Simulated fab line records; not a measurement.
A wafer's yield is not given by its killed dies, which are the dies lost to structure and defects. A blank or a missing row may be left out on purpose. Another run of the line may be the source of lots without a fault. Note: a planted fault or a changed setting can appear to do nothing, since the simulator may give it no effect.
fab line records | flow nand_harc | part 2 of 2: steps 5 to 6 of 6
record lots=23 | wafers=69 | last_day=34
route steps=1302 shown A_STAIRCASE@813 A_SGD_CUT@906 A_SLIT@935
lots with no fault: from the same line, run without faults
start_h: hours from the record's opening day to when the first of the lot's shown wafers began | wait_h: hours from the lot's prior step to this one | " unchanged from the row above | L1.1+2: a single row standing in for several wafers | - no value present, or no start provided | * or withheld: withheld | < > ~ a bound
route shown NAME@n: NAME is a module with steps in the file, n the number in the route of the first one | usual: mean and standard deviation over wafers with no fault | same: alike in all rows | chamber/n: place in a boat | sites: readings site by site | _std_site: standard deviation across them | _edge_site: mean of outer sites minus mean of inner sites | radius_mm: how far each site lies from the wafer's centre | mask NAME#n: copy n | behind: the tool/chamber that last shaped the wafer | hold: reason for holding the lot/hours on hold/outcome of the hold | device: which transistor (n, p or np) failed to switch | end of line: the same wafers' tests at the end of the route | a step with no rows: only its recipe | killed: the dies lost at the first sort to structure and to defects; this is not the yield of the wafer | map: a wafer's dies, marking killed ones x, the rest . and places with no die _
set.NAME: the setting as run; set.NAME@STEP: as run at that earlier step | model.NAME: the simulator's own value behind a step, which no gauge read
steps of the route over a sample of lots; a table a step, a row a wafer
services: when a tool's chamber went out of use (start_h, in hours from the record's first day, below 0 if earlier), for how many hours, and the reason
## steps
# step NHARC_A_SGD_CUT_STRIP_28
# recipe time_s=20 | o2_flow_sccm=500 | ar_flow_sccm=0 | bias_w=0 | chemistry=O2
# usual drypump_motor_current_A=5.9/0.34 | oes_product_au=1.000/0.0077 | rf_vpp_V=57.8/0.87 | showerhead_plenum_p_Torr=3.52/0.14 | throttle_valve_pct=17.035/0.0081
lot.wafer | tool        | chamber | start_h | wait_h | drypump_motor_current_A | oes_product_au | rf_hours_counter_h | rf_vpp_V | showerhead_plenum_p_Torr | throttle_valve_pct
L074.4    | rie_diel-08 | 0       | -       | -      | 6.4                     | 1.002          | 3.2                | 58.6     | 3.65                     | 17.030
L074.3    | "           | 1       | "       | "      | 6.2                     | 0.999          | 3.0                | 58.2     | 3.48                     | 17.019
L074.6    | "           | 2       | "       | "      | 5.8                     | 0.996          | -                  | 57.2     | 3.57                     | 17.048
L075.2    | rie_diel-13 | 3       | -       | -      | 5.4                     | 1.004          | 6.9                | 59.6     | 3.67                     | 17.023
L075.4    | "           | 0       | "       | "      | 6.3                     | 0.995          | 8.2                | 58.5     | 3.36                     | 17.032
L075.1    | "           | 1       | "       | "      | 5.1                     | 0.986          | 11.5               | 59.0     | 3.45                     | 17.033
L076.1    | rie_diel-08 | 0       | -       | -      | 6.4                     | 1.007          | 3.8                | 59.0     | 3.65                     | 17.040
L076.4    | "           | 2       | "       | "      | 5.8                     | 1.007          | 3.3                | 57.7     | 3.57                     | 17.030
L076.6    | "           | 1       | "       | "      | 6.2                     | 1.015          | -                  | 58.1     | 3.48                     | 17.027
L077.3    | rie_diel-08 | 2       | -       | -      | 5.8                     | 0.999          | 3.9                | 57.8     | 3.57                     | 17.042
L077.1    | "           | 3       | "       | "      | 5.6                     | 1.003          | 4.2                | 57.1     | 3.56                     | 17.027
L077.5    | "           | 1       | "       | "      | 6.3                     | 1.002          | -                  | 57.5     | 3.48                     | 17.022
L079.1    | rie_diel-08 | 1       | 489.25  | 0.1    | 6.2                     | 0.992          | 4.6                | 58.2     | 3.48                     | 17.033
L079.5    | "           | 1       | "       | "      | 6.3                     | 0.991          | -                  | 57.0     | 3.48                     | 17.035
L079.4    | "           | 3       | "       | "      | 5.6                     | 0.986          | -                  | 58.3     | 3.56                     | 17.030
L078.3    | rie_diel-05 | 3       | -       | -      | 5.8                     | 1.005          | 3.8                | 56.7     | 3.78                     | 17.024
L078.2    | "           | 0       | "       | "      | 5.8                     | 1.004          | 4.2                | 57.4     | 3.31                     | 17.024
L078.4    | "           | 1       | "       | "      | 5.9                     | 1.010          | 3.2                | 58.1     | 3.37                     | 17.030
L080.3    | rie_diel-05 | 0       | -       | -      | 5.8                     | 1.013          | 4.7                | 56.4     | 3.31                     | 17.037
L080.4    | "           | 2       | "       | "      | 5.9                     | 1.003          | 4.8                | 58.1     | 3.32                     | 17.027
L080.5    | "           | 0       | "       | "      | 5.8                     | 1.013          | -                  | 56.4     | 3.31                     | 17.054
L082.2    | rie_diel-08 | 2       | -       | -      | 5.8                     | 1.003          | 5.5                | 56.5     | 3.57                     | 17.032
L082.1    | "           | 0       | "       | "      | 6.4                     | 1.001          | 7.2                | 58.7     | 3.65                     | 17.034
L082.6    | "           | 3       | "       | "      | 5.6                     | 0.994          | -                  | 58.5     | 3.56                     | 17.027
L081.2    | rie_diel-05 | 3       | -       | -      | 5.8                     | 1.012          | 7.0                | 58.9     | 3.78                     | 17.042
L081.6    | "           | 3       | "       | "      | 5.8                     | 0.994          | -                  | 58.0     | 3.78                     | 17.036
L081.5    | "           | 0       | "       | "      | 5.8                     | 1.002          | -                  | 57.4     | 3.31                     | 17.033
L083.1    | rie_diel-13 | 3       | -       | -      | 5.4                     | 0.998          | 1.6                | 56.6     | 3.67                     | 17.044
L083.2    | "           | 1       | "       | "      | 5.1                     | 1.012          | 1.4                | 59.0     | 3.45                     | 17.033
L083.6    | "           | 2       | "       | "      | 5.6                     | 0.998          | -                  | 57.5     | 3.35                     | 17.036
L084.3    | rie_diel-08 | 3       | -       | -      | 5.6                     | 1.001          | 7.2                | 58.8     | 3.56                     | 17.031
L084.1    | "           | 1       | "       | "      | 6.2                     | 1.001          | 7.0                | 58.4     | 3.48                     | 17.026
L084.6    | "           | 3       | "       | "      | 5.6                     | 1.007          | -                  | 57.4     | 3.56                     | 17.043
L086.2    | rie_diel-08 | 2       | -       | -      | 5.8                     | 1.006          | 0.8                | 57.6     | 3.57                     | 17.044
L086.4    | "           | 0       | "       | "      | 6.4                     | 1.007          | 0.8                | 58.8     | 3.65                     | 17.035
L086.6    | "           | 3       | "       | "      | 5.6                     | 1.001          | -                  | 58.3     | 3.56                     | 17.045
L085.2    | rie_diel-05 | 2       | -       | -      | 5.9                     | 1.000          | 8.5                | 56.8     | 3.32                     | 17.025
L085.1    | "           | 3       | "       | "      | 5.8                     | 1.006          | 8.4                | 60.4     | 3.78                     | 17.024
L085.5    | "           | 3       | "       | "      | 5.8                     | 1.003          | -                  | 57.7     | 3.78                     | 17.040
L088.4    | rie_diel-08 | 2       | -       | -      | 5.8                     | 1.002          | 2.8                | 57.6     | 3.57                     | 17.029
L088.2    | "           | 3       | "       | "      | 5.6                     | 1.003          | 3.0                | 56.9     | 3.56                     | 17.042
L088.5    | "           | 3       | "       | "      | 5.6                     | 0.999          | -                  | 57.7     | 3.56                     | 17.034
L089.4    | rie_diel-13 | 3       | -       | -      | 5.4                     | 1.007          | 5.3                | 57.1     | 3.67                     | 17.028
L089.2    | "           | 0       | "       | "      | 6.3                     | 1.008          | 4.8                | 58.5     | 3.36                     | 17.042
L089.3    | "           | 1       | "       | "      | 5.1                     | 0.988          | 4.8                | 57.5     | 3.45                     | 17.052
L087.2    | rie_diel-13 | 2       | -       | -      | 5.6                     | 0.975          | 5.2                | 56.8     | 3.34                     | 17.036
L087.3    | "           | 3       | "       | "      | 5.4                     | 0.989          | 5.3                | 57.7     | 3.67                     | 17.036
L087.5    | "           | 1       | "       | "      | 5.1                     | 1.002          | -                  | 57.2     | 3.45                     | 17.045
L090.3    | rie_diel-08 | 1       | -       | -      | 6.2                     | 1.019          | 3.7                | 57.8     | 3.48                     | 17.030
L090.4    | "           | 3       | "       | "      | 5.6                     | 0.999          | 3.5                | 56.5     | 3.56                     | 17.019
L090.2    | "           | 0       | "       | "      | 6.4                     | 0.997          | 3.2                | 59.8     | 3.65                     | 17.039
L091.4    | rie_diel-08 | 2       | -       | -      | 5.8                     | 1.000          | 4.2                | 57.6     | 3.57                     | 17.049
L091.2    | "           | 3       | "       | "      | 5.6                     | 1.005          | 3.9                | 59.0     | 3.56                     | 17.036
L091.5    | "           | 0       | "       | "      | 6.4                     | 1.005          | -                  | 59.4     | 3.65                     | 17.039
L092.3    | rie_diel-08 | 0       | 631.85  | 0.1    | 6.4                     | 0.995          | 3.8                | 59.1     | 3.65                     | 17.037
L092.1    | "           | 1       | "       | "      | 6.2                     | 1.004          | 4.4                | 57.8     | 3.48                     | 17.024
L092.6    | "           | 0       | "       | "      | 6.4                     | 1.001          | -                  | 58.0     | 3.65                     | 17.030
L094.4    | rie_diel-08 | 1       | -       | -      | 6.2                     | 1.009          | 6.0                | 58.3     | 3.48                     | 17.032
L094.1    | "           | 2       | "       | "      | 5.8                     | 1.000          | 5.6                | 57.6     | 3.57                     | 17.033
L094.2    | "           | 3       | "       | "      | 5.6                     | 1.005          | 5.2                | 58.1     | 3.56                     | 17.047
L093.4    | rie_diel-05 | 1       | -       | -      | 5.9                     | 0.995          | 4.2                | 57.7     | 3.36                     | 17.043
L093.1    | "           | 0       | "       | "      | 5.7                     | 0.999          | 3.7                | 57.5     | 3.31                     | 17.031
L093.6    | "           | 1       | "       | "      | 5.9                     | 1.001          | -                  | 60.2     | 3.36                     | 17.039
L095.1    | rie_diel-05 | 0       | -       | -      | 5.7                     | 0.994          | 3.7                | 56.8     | 3.31                     | 17.027
L095.3    | "           | 2       | "       | "      | 5.9                     | 0.999          | 4.3                | 56.8     | 3.32                     | 17.041
L095.5    | "           | 0       | "       | "      | 5.8                     | 0.985          | -                  | 56.1     | 3.31                     | 17.040
L097.4    | rie_diel-05 | 1       | -       | -      | 5.9                     | 0.976          | 4.6                | 57.6     | 3.36                     | 17.032
L097.1    | "           | 2       | "       | "      | 5.9                     | 0.987          | 4.7                | 56.0     | 3.32                     | 17.038
L097.5    | "           | 0       | "       | "      | 5.8                     | 0.995          | -                  | 57.6     | 3.31                     | 17.033
# step NHARC_A_SLIT_INSPECT_11
# usual raw_defect_count=58/29
lot.wafer | tool              | chamber | start_h | wait_h | raw_defect_count
L074.3    | defect_inspect-02 | -       | 458.60  | 0.0    | 71
L074.4    | "                 | -       | "       | "      | 78
L074.6    | "                 | -       | "       | "      | 53
L075.1    | defect_inspect-01 | -       | 458.79  | 0.0    | 70
L075.2    | "                 | -       | "       | "      | 72
L075.4    | "                 | -       | "       | "      | 70
L076.1    | defect_inspect-02 | -       | 468.80  | 0.0    | 70
L076.4    | "                 | -       | "       | "      | 59
L076.6    | "                 | -       | "       | "      | 68
L077.1    | defect_inspect-02 | -       | 478.50  | 0.0    | 114
L077.3    | "                 | -       | "       | "      | 123
L077.5    | "                 | -       | "       | "      | 101
L079.1    | defect_inspect-01 | -       | 494.44  | 0.0    | 87
L079.4    | "                 | -       | "       | "      | 69
L079.5    | "                 | -       | "       | "      | 94
L078.2    | defect_inspect-02 | -       | 494.59  | 0.0    | 55
L078.3    | "                 | -       | "       | "      | 59
L078.4    | "                 | -       | "       | "      | 55
L080.3    | defect_inspect-02 | -       | 513.10  | 0.0    | 64
L080.4    | "                 | -       | "       | "      | 77
L080.5    | "                 | -       | "       | "      | 73
L082.1    | defect_inspect-01 | -       | 546.51  | 0.1    | 90
L082.2    | "                 | -       | "       | "      | 77
L082.6    | "                 | -       | "       | "      | 64
L081.2    | defect_inspect-01 | -       | 547.19  | 0.0    | 19
L081.5    | "                 | -       | "       | "      | 29
L081.6    | "                 | -       | "       | "      | 30
L083.1    | defect_inspect-01 | -       | 547.88  | 0.0    | 38
L083.2    | "                 | -       | "       | "      | 34
L083.6    | "                 | -       | "       | "      | 33
L084.1    | defect_inspect-02 | -       | 551.63  | 0.0    | 67
L084.3    | "                 | -       | "       | "      | 53
L084.6    | "                 | -       | "       | "      | 65
L086.2    | defect_inspect-01 | -       | 574.62  | 0.0    | 46
L086.4    | "                 | -       | "       | "      | 56
L086.6    | "                 | -       | "       | "      | 47
L085.1    | defect_inspect-02 | -       | 574.78  | 0.0    | 19
L085.2    | "                 | -       | "       | "      | 11
L085.5    | "                 | -       | "       | "      | 22
L089.2    | defect_inspect-01 | -       | 595.99  | 0.0    | 24
L089.3    | "                 | -       | "       | "      | 23
L089.4    | "                 | -       | "       | "      | 28
L088.2    | defect_inspect-02 | -       | 597.52  | 0.0    | 81
L088.4    | "                 | -       | "       | "      | 82
L088.5    | "                 | -       | "       | "      | 70
L087.2    | defect_inspect-02 | -       | 598.32  | 0.0    | 40
L087.3    | "                 | -       | "       | "      | 49
L087.5    | "                 | -       | "       | "      | 47
L090.2    | defect_inspect-02 | -       | 626.11  | 0.0    | 99
L090.3    | "                 | -       | "       | "      | 131
L090.4    | "                 | -       | "       | "      | 89
L091.2    | defect_inspect-02 | -       | 632.99  | 0.0    | 72
L091.4    | "                 | -       | "       | "      | 70
L091.5    | "                 | -       | "       | "      | 71
L092.1    | defect_inspect-01 | -       | 636.96  | 0.0    | 53
L092.3    | "                 | -       | "       | "      | 75
L092.6    | "                 | -       | "       | "      | 65
L094.1    | defect_inspect-01 | -       | 668.43  | 0.0    | 79
L094.2    | "                 | -       | "       | "      | 81
L094.4    | "                 | -       | "       | "      | 70
L093.1    | defect_inspect-02 | -       | 668.79  | 0.0    | 27
L093.4    | "                 | -       | "       | "      | 22
L093.6    | "                 | -       | "       | "      | 19
L095.1    | defect_inspect-01 | -       | 670.77  | 0.0    | 6
L095.3    | "                 | -       | "       | "      | 14
L095.5    | "                 | -       | "       | "      | 8
L097.1    | defect_inspect-02 | -       | 689.47  | 0.0    | 63
L097.4    | "                 | -       | "       | "      | 76
L097.5    | "                 | -       | "       | "      | 71
## services
tool        | chamber | start_h | hours | kind
rie_diel-08 | -       | 367.80  | 9.0   | pm
rie_diel-02 | 2       | 380.55  | 4.6   | repair
rie_diel-02 | 1       | 381.88  | 2.5   | repair
rie_diel-02 | 1       | 385.54  | 6.1   | repair
rie_diel-02 | -       | 393.99  | 9.0   | pm
rie_diel-05 | 2       | 399.40  | 8.0   | repair
rie_diel-05 | -       | 406.60  | 9.0   | pm
rie_diel-04 | 1       | 437.29  | 2.6   | repair
rie_diel-05 | 1       | 469.98  | 13.7  | repair
rie_diel-02 | 1       | 479.20  | 9.0   | repair
rie_diel-08 | 2       | 479.49  | 14.5  | repair
rie_diel-08 | 2       | 495.37  | 6.9   | repair
rie_diel-04 | -       | 533.09  | 9.0   | pm
rie_diel-02 | 2       | 543.98  | 5.1   | repair
rie_diel-08 | -       | 544.80  | 9.0   | pm
rie_diel-05 | 1       | 559.38  | 3.0   | repair
rie_diel-05 | 1       | 564.54  | 3.1   | repair
rie_diel-05 | 3       | 570.03  | 15.9  | repair
rie_diel-02 | -       | 570.99  | 9.0   | pm
rie_diel-08 | 2       | 572.35  | 2.8   | repair
rie_diel-05 | -       | 583.60  | 9.0   | pm
rie_diel-04 | -       | 611.73  | 0.7   | repair
rie_diel-02 | 3       | 618.59  | 2.6   | repair
rie_diel-08 | 2       | 627.86  | 6.2   | repair
